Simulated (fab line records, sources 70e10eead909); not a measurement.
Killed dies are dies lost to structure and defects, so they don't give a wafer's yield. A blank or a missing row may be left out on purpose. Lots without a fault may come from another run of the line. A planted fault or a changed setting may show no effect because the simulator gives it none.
Chamber matching | flow nand_harc | NHARC_P_GATE_DESCUM_48 on rie_diel-06: 4 sister chambers
The step chemistry O2, time 3 s. 4 wafers are shown with their chamber, then 7 later ones without.

WAFERS WITH THEIR CHAMBER
wafer  | chamber | showerhead_plenum_p_Torr (Torr)
L078.5 | 2       | 1.81
L087.2 | 1       | 1.97
L090.1 | 0       | 1.88
L090.5 | 3       | 1.85

WAFERS WITHOUT THEIR CHAMBER
wafer  | showerhead_plenum_p_Torr (Torr)
L090.6 | 1.88
L091.1 | 1.80
L091.3 | 1.88
L091.5 | 1.97
L093.1 | 1.80
L093.3 | 1.97
L093.4 | 1.85

WHICH CHAMBER EACH WENT THROUGH
wafer  | from the rows above | in truth
L090.6 | 0                   | 0
L091.1 | 2                   | 2
L091.3 | 0                   | 0
L091.5 | 1                   | 1
L093.1 | 2                   | 2
L093.3 | 1                   | 1
L093.4 | 3                   | 3
Placed correctly: 7 of 7. Can't be placed from these rows: 0. Placed wrongly: 0.
How it was worked out, from the rows above alone: a wafer's distance from a chamber is the root of the sum, over the readings, of the square of ((its reading less the chamber's mean) divided by the reading's scatter). The wafer belongs to the nearest chamber; if the next one is less than 2 further off, it can't be placed. A chamber's mean is the mean of its shown wafers. The scatter: with one shown wafer a chamber, the root of the mean of the squares of how far each hidden wafer lies from its nearest shown one.
